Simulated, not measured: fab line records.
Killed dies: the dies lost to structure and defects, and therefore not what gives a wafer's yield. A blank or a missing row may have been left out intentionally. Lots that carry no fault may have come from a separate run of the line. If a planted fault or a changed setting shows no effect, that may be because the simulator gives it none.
Which of the tools did it?	flow n5Finfet	11 lots with 31 wafers sampled at 5 steps, on a route of 1938 steps

WHAT EACH GAUGE READ, for each wafer
The record holds no reading of a measuring or inspecting step that can be judged against a usual standard deviation.

EACH LOT AND THE TOOL THAT RAN IT (in order: tool; ch and the chambers of the sampled wafers; start)
lot	N5_BEOL_M12_ETCH_67	N5_BEOL_M12_STRIP_37	N5_BEOL_M12_SPUTTER_45	N5_BEOL_M12_CMP_49	N5_PASSIVATION_PROBE_49
L188	rieDiel-01 ch 0,1, day 12 09:08	plasmaAsher-02 ch 0,1, day 12 09:41	pvdSputter-03, day 12 11:54	cmp-01 ch 0,1,2, day 12 12:39	prober-01, day 14 03:11
L193	rieDiel-06 ch 0,3, day 12 13:23	plasmaAsher-02 ch 0, day 12 13:55	pvdSputter-03, day 12 16:05	cmp-04 ch 0,1, day 12 17:15	prober-01, day 14 09:21
L195	rieDiel-01 ch 0,3, day 12 20:59	plasmaAsher-02 ch 0,1, day 12 21:31	pvdSputter-01, day 13 04:53	cmp-01 ch 0,1, day 13 05:28	prober-01, day 14 21:29
L192	rieDiel-03 ch 0,3, day 14 01:10	plasmaAsher-02 ch 0,1, day 14 01:42	pvdSputter-02, day 14 05:20	cmp-01 ch 1,2, day 14 05:56	prober-01, day 15 17:47
L197	rieDiel-03 ch 0,1,3, day 14 09:23	plasmaAsher-02 ch 0,1, day 14 09:56	pvdSputter-01, day 14 14:25	cmp-03 ch 0,1,3, day 14 15:03	prober-02, day 16 02:41
L200	rieDiel-03 ch 0,2,3, day 14 09:58	plasmaAsher-02 ch 0,1, day 14 10:29	pvdSputter-02, day 14 14:28	cmp-01 ch 0,1,3, day 14 15:01	prober-01, day 16 10:02
L206	rieDiel-01 ch 0,2,3, day 16 05:06	plasmaAsher-01 ch 0, day 16 05:37	pvdSputter-02, day 16 10:52	cmp-01 ch 0,1,2, day 16 11:31	prober-02, day 18 00:20
L208	rieDiel-03 ch 1,3, day 16 09:56	plasmaAsher-01 ch 0,1, day 16 10:28	pvdSputter-03, day 16 11:20	cmp-03 ch 0,2, day 16 11:56	prober-01, day 18 01:01
L207	rieDiel-03 ch 2,3, day 16 10:28	plasmaAsher-01 ch 0,1, day 16 10:59	pvdSputter-01, day 16 14:40	cmp-01 ch 1,2,3, day 16 15:17	prober-01, day 18 06:56
L209	rieDiel-03 ch 0,1,2, day 17 00:27	plasmaAsher-01 ch 0,1, day 17 00:59	pvdSputter-02, day 17 05:03	cmp-03 ch 0,2,3, day 17 05:43	prober-01, day 18 14:19
L210	rieDiel-06 ch 2,3, day 17 09:56	plasmaAsher-02 ch 1, day 17 10:27	pvdSputter-01, day 17 12:17	cmp-04 ch 1,2,3, day 17 13:01	prober-01, day 19 04:32
- N5_BEOL_M12_ETCH_67: etches SiARC in CF4, target depth 143 nm, time 238.3 s.
- N5_BEOL_M12_STRIP_37: strips in N2/H2.
- N5_BEOL_M12_SPUTTER_45: material Cu, target thk 80 nm, time 13.33 s.
- N5_BEOL_M12_CMP_49: polishes, stops on SiOC, t overpolish 20.6 s, target thk 320 nm.
- N5_PASSIVATION_PROBE_49

AS READ BY THE TOOLS THEMSELVES (means over the sampled wafers that have a number; for cases with no such wafer, the mark the record gives instead)
N5_BEOL_M12_ETCH_67. Usual: drypumpMotorCurrentA 5.7 A, standard deviation 0.44; etchRfOnTimeS 237 s, standard deviation 5.6; oesProductAu 0.70 a.u., standard deviation 0.063; rfVppV 183.9 V, standard deviation 1.3; showerheadPlenumPTorr 2.12 Torr, standard deviation 0.067; throttleValvePct 15.53 %, standard deviation 0.2.
lot	tool	drypumpMotorCurrentA (A)	etchRfOnTimeS (s)	oesProductAu (a.u.)	rfVppV (V)	showerheadPlenumPTorr (Torr)	throttleValvePct (%)	flag
L188	rieDiel-01	5.3	231	0.79	183.7	2.11	15.58	
L193	rieDiel-06	5.8	235	0.74	182.9	2.08	15.47	
L195	rieDiel-01	5.3	231	0.76	183.6	2.10	15.56	
L192	rieDiel-03	5.4	236	0.61	183.1	2.07	15.69	
L197	rieDiel-03	5.6	239	0.65	183.2	2.11	15.53	
L200	rieDiel-03	5.6	241	0.66	184.2	2.14	15.64	
L206	rieDiel-01	5.6	240	0.69	183.2	2.08	15.58	
L208	rieDiel-03	5.8	236	0.67	183.1	2.15	15.52	
L207	rieDiel-03	5.8	241	0.66	184.5	2.18	15.74	
L209	rieDiel-03	5.6	240	0.75	185.4	2.23	15.34	
L210	rieDiel-06	5.6	234	0.72	183.9	2.10	15.67	

N5_BEOL_M12_STRIP_37. Usual: drypumpMotorCurrentA 5.7 A, standard deviation 0.5; heaterPowerW 337 W, standard deviation 9.9; oesProductAu 0.791 a.u., standard deviation 0.01.
lot	tool	drypumpMotorCurrentA (A)	heaterPowerW (W)	oesProductAu (a.u.)	flag
L188	plasmaAsher-02	5.9	339	0.790	
L193	plasmaAsher-02	6.2	333	0.777	
L195	plasmaAsher-02	5.9	345	0.791	
L192	plasmaAsher-02	6.1	336	0.788	
L197	plasmaAsher-02	6.1	338	0.798	
L200	plasmaAsher-02	6.1	337	0.792	
L206	plasmaAsher-01	5.7	348	0.800	
L208	plasmaAsher-01	5.2	334	0.784	
L207	plasmaAsher-01	5.1	327	0.793	
L209	plasmaAsher-01	5.4	333	0.785	
L210	plasmaAsher-02	5.8	347	0.795	

N5_BEOL_M12_SPUTTER_45. Usual: chamberPressurePa 0.12999 Pa, standard deviation 0.00025; throttleValvePct 30.1 %, standard deviation 1.2.
lot	tool	chamberPressurePa (Pa)	throttleValvePct (%)	flag
L188	pvdSputter-03	0.12993	30.1	
L193	pvdSputter-03	0.12972	30.4	
L195	pvdSputter-01	0.12972	30.3	
L192	pvdSputter-02	0.12990	30.6	
L197	pvdSputter-01	0.12995	29.8	
L200	pvdSputter-02	0.13005	29.9	
L206	pvdSputter-02	0.13024	30.2	
L208	pvdSputter-03	0.12974	28.3	
L207	pvdSputter-01	0.12988	29.8	
L209	pvdSputter-02	0.12991	29.8	
L210	pvdSputter-01	0.13049	29.7	

N5_BEOL_M12_CMP_49. Usual: barrierFieldEndpointS 29.9 s, standard deviation 0.71; headPressurePsi 0.9998 psi, standard deviation 0.0023; motorCurrentA 6.1 A, standard deviation 0.69; overpolishRunS 20.599 s, standard deviation 0.0075; retainingRingPressureFrac 1.000, standard deviation 0.0054.
lot	tool	barrierFieldEndpointS (s)	headPressurePsi (psi)	motorCurrentA (A)	overpolishRunS (s)	retainingRingPressureFrac	flag
L188	cmp-01	30.8	0.9975	6.2	20.605	0.993	
L193	cmp-04	28.8	1.0010	5.5	20.596	1.002	
L195	cmp-01	29.4	0.9975	6.7	20.599	1.002	
L192	cmp-01	29.9	1.0016	6.0	20.605	0.997	
L197	cmp-03	30.0	0.9971	6.6	20.602	1.000	
L200	cmp-01	29.6	0.9993	6.1	20.596	1.001	
L206	cmp-01	29.7	1.0169	6.1	20.604	1.001	OFF
L208	cmp-03	29.9	1.0011	6.5	20.602	1.006	
L207	cmp-01	29.6	1.0165	5.8	20.598	1.001	OFF
L209	cmp-03	30.2	0.9991	6.1	20.604	1.003	
L210	cmp-04	30.4	1.0002	6.1	20.597	0.994	

N5_PASSIVATION_PROBE_49. Usual: defectLimitedYield 91.2 %, standard deviation 1.6; killed_at_M0_to_M3 35, standard deviation 11; killed_at_M4_up 14, standard deviation 5.4; killedAtContacts 13, standard deviation 6; killedAtFrontEnd 38, standard deviation 11; killedAtOther 3.4, standard deviation 2.6; killedDies 104, standard deviation 19; killedOpen 68, standard deviation 13; killedShort 34, standard deviation 8.5; sort_bin_5_function 5.1 %, standard deviation 1; sort_bin_6_memory 3.3 %, standard deviation 0.72; sortNPass 1075, standard deviation 22; sortYieldPct 91.1 %, standard deviation 1.9.
lot	tool	defectLimitedYield (%)	killed_at_M0_to_M3	killed_at_M4_up	killedAtContacts	killedAtFrontEnd	killedAtOther	killedDies	killedOpen	killedShort	sort_bin_5_function (%)	sort_bin_6_memory (%)	sortNPass	sortYieldPct (%)	flag
L188	prober-01	90.7	43	16	11	36	3.3	110	71	37	5.5	3.4	1070	90.7	
L193	prober-01	90.4	44	16	12	40	1.5	114	80	32	5.8	3.4	1066	90.4	
L195	prober-01	91.6	36	8	9	44	1.7	99	64	31	5.1	2.8	1081	91.6	
L192	prober-01	93.0	23	15	13	30	2.3	83	55	28	4.2	2.5	1097	93.0	
L197	prober-02	93.0	37	9	4	26	5.3	82	48	33	3.9	2.6	1098	93.0	
L200	prober-01	91.0	39	13	7	41	6.7	106	69	35	5.5	3.1	1074	91.0	
L206	prober-02	91.0	46	14	17	27	2.7	106	77	28	5.2	3.5	1074	91.0	
L208	prober-01	89.4	34	18	18	53	0.5	124	82	40	6.3	3.8	1056	89.4	
L207	prober-01	89.4	37	21	12	52	3.3	126	83	40	6.3	3.7	1054	89.4	
L209	prober-01	93.2	21	15	10	32	1.7	80	58	22	4.0	2.7	1100	93.2	
L210	prober-01	91.8	26	17	8	45	1.0	97	69	27	4.7	3.2	1083	91.8	

THE ANSWER, worked out from the rows above alone
Rule: take the mean of a lot's wafers that have a number; if it is more than 3 standard deviations from the usual mean, the lot is off. Also off: a lot with no number at a reading for which 4 or more lots have one. Any other lot the step has rows for is counted as sound. After the gauges, taken in route order, come the tools' own readings; for these a lot's mean is taken, as printed above. At the first step where some lot is off, the reading lying furthest off is the one used; lots without a number count as furthest.
Off: L206, L207, at N5_BEOL_M12_CMP_49 (headPressurePsi).
If a tool, at that step or one of the process steps before it, ran each lot that is off and ran no sound lot following the first of them, it fits. One candidate fits, namely cmp-01 at N5_BEOL_M12_CMP_49. A fault onset in the window from L200 (day 14 15:01, its last sound lot) to L206 (day 16 11:31, its first lot off) fits.
The tool's own readings at N5_BEOL_M12_CMP_49 bear it out: on the lots that are off they differ by more than 5 times the standard deviation of the sound lots' means. headPressurePsi reads 1.0167 psi there against 0.9994 psi on the sound lots.

WHAT WAS PUT IN BY THE SIMULATOR
cmp-01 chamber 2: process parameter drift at N5_BEOL_M12_CMP_49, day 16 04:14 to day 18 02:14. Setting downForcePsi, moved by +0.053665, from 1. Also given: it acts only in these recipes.
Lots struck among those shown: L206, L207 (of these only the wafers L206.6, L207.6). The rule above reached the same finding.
